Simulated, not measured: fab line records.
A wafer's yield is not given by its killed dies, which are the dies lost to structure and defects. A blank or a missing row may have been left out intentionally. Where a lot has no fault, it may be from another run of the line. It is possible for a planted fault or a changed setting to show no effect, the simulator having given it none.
Chamber matching | flow nandHarc | pecvd-02 running NHARC_A_CONTACT_DEP_85: 3 sister chambers
The step deposits SiON, target thk 60 nm. 3 wafers are shown with their chamber, then 12 later ones without.

== EACH WAFER AND ITS CHAMBER ==
wafer  | chamber | showerheadVppV (V)
L089.5 | 2       | 1100
L090.3 | 0       | 1168
L090.5 | 1       | 1212

== WAFERS MISSING THEIR CHAMBER ==
wafer  | showerheadVppV (V)
L092.1 | 1101
L092.3 | 1213
L092.5 | 1201
L096.1 | 1186
L096.4 | 1180
L096.6 | 1177
L097.2 | 1178
L097.3 | 1087
L097.4 | 1092
L095.1 | 1180
L095.4 | 1184
L095.6 | 1206

== THE CHAMBER EACH PASSED THROUGH ==
wafer  | from the rows above     | in truth
L092.1 | 2                       | 2
L092.3 | 1                       | 1
L092.5 | 1                       | 1
L096.1 | can't be placed: 0 or 1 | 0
L096.4 | can't be placed: 0 or 1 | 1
L096.6 | 0                       | 0
L097.2 | 0                       | 0
L097.3 | 2                       | 2
L097.4 | 2                       | 2
L095.1 | can't be placed: 0 or 1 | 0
L095.4 | can't be placed: 0 or 1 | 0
L095.6 | 1                       | 1
Correct placement for 8 of the 12. Can't be placed from these rows: 4 (the true chamber is among the candidates in 4). Placed wrongly: 0.
How it was worked out, from the rows above alone: a wafer's distance from a chamber is the root of the sum, over the readings, of the square of ((its reading less the chamber's mean) divided by the reading's scatter). If the next closest chamber is less than 2 further off than the closest, the wafer can't be placed; otherwise it belongs to the closest. A chamber's mean is the mean of its shown wafers. The scatter (one wafer shown for each chamber): square how far every hidden wafer sits from the nearest shown wafer, average those squares and take the square root.
